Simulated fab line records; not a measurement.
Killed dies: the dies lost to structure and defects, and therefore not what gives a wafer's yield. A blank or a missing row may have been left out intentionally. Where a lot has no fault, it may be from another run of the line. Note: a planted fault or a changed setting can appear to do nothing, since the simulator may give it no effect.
Split-lot trial -- flow n5_finfet -- 21 wafers read from 7 lots, route of 1938 steps

## ON THE SPLIT
At N5_MOL_CONTACT_COAG_VIA_ETCH_46 (etches SiO2 in C4F6/O2, target depth 46 nm, overetch 9.2 nm, time 40 s), the setting bias_w was moved away from the recipe's 455 W on 3 of the 21 wafers read, by -11.1% to +11.7%. For the rest of the wafers, this setting stayed at what the recipe calls for.

The reading comes from the split's own step.

## THE READING
rf_vpp_V, in V, at N5_MOL_CONTACT_COAG_VIA_ETCH_46 (etches SiO2 in C4F6/O2, target depth 46 nm, overetch 9.2 nm, time 40 s). A value of 1592 V with a standard deviation of 29 V is what fault-free wafers of this fab line usually give.

wafer,"tool, chamber at the split","bias_w as run, W",against the recipe,"rf_vpp_V, V",against lot-mates on the recipe
L074.1,"rie_diel-06, 2",455,recipe,1541,-
L074.3,"rie_diel-06, 1",455,recipe,1578,-
L074.5,"rie_diel-06, 1",455,recipe,1579,-
L077.3,"rie_diel-03, 3",508.3,+11.7%,1738,+138
L077.4,"rie_diel-03, 0",508.3,+11.7%,1718,+118
L077.6,"rie_diel-03, 3",455,recipe,1600,-
L080.2,"rie_diel-03, 2",455,recipe,1583,-
L080.4,"rie_diel-03, 2",455,recipe,1582,-
L080.6,"rie_diel-03, 0",455,recipe,1582,-
L082.1,"rie_diel-06, 2",455,recipe,1539,-
L082.2,"rie_diel-06, 3",455,recipe,1586,-
L082.6,"rie_diel-06, 3",455,recipe,1586,-
L084.2,"rie_diel-06, 1",455,recipe,1576,-
L084.4,"rie_diel-06, 3",455,recipe,1586,-
L084.6,"rie_diel-06, 1",455,recipe,1578,-
L091.2,"rie_diel-05, 2",455,recipe,1634,-
L091.3,"rie_diel-05, 0",455,recipe,1537,-
L091.4,"rie_diel-05, 3",455,recipe,1609,-
L094.1,"rie_diel-03, 2",404.5,-11.1%,1448,-169
L094.2,"rie_diel-03, 3",455,recipe,1598,-
L094.3,"rie_diel-03, 1",455,recipe,1636,-

THE FIT
A straight line over all 21 wafers: rf_vpp_V changes by +12.3 V for each +1% of bias_w; r = +0.91; the points scatter about the line by 26 V.
The same after taking each lot's own level away (the mean of its wafers on the recipe; 21 wafers): +12.4 V for each +1%; r = +0.93; scatter 23 V.
On that fit, the largest move of bias_w shifts the reading by 1.4e+02 V.
Measured against the standard deviation above, the lots' own levels, which go from 1566.0 to 1617.0 V, span 1.8 times it.
So the lot-to-lot level changes the slope little: the two slopes agree.
Check: for one of the wafers moved furthest among these (+11.7%), held out of the fit, the line's prediction against its lot-mates is +144 V. It came out at +138 V against them.
Tool readings at the split's step, against how far the setting was moved: rf_vpp_V r = +0.91.

## FURTHER SPLITS ON THESE WAFERS
Other splits were also applied to these wafers ahead of the reading. Each is held against what the fit with the lots' levels taken away leaves over:
other split on the same wafers,wafers away from the commonest value,r with rf_vpp_V (lot level and that fit taken away)
N5_SDB_HM_DEP_00 time_s,5,+0.07
N5_HKMG_FIN_COAT_06 spin_rpm,8,+0.08
N5_HKMG_FIN_DEVELOP_11 develop_time_s,8,-0.14
N5_MOL_CONTACT_COAG_ALD_27 ald_cycles,8,+0.18
N5_MOL_CONTACT_COAG_PECVD_31 time_s,9,-0.19

## FILE'S OWN FIT
rf_vpp_V changes by +12.9 V for each +1% of bias_w, r = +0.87.
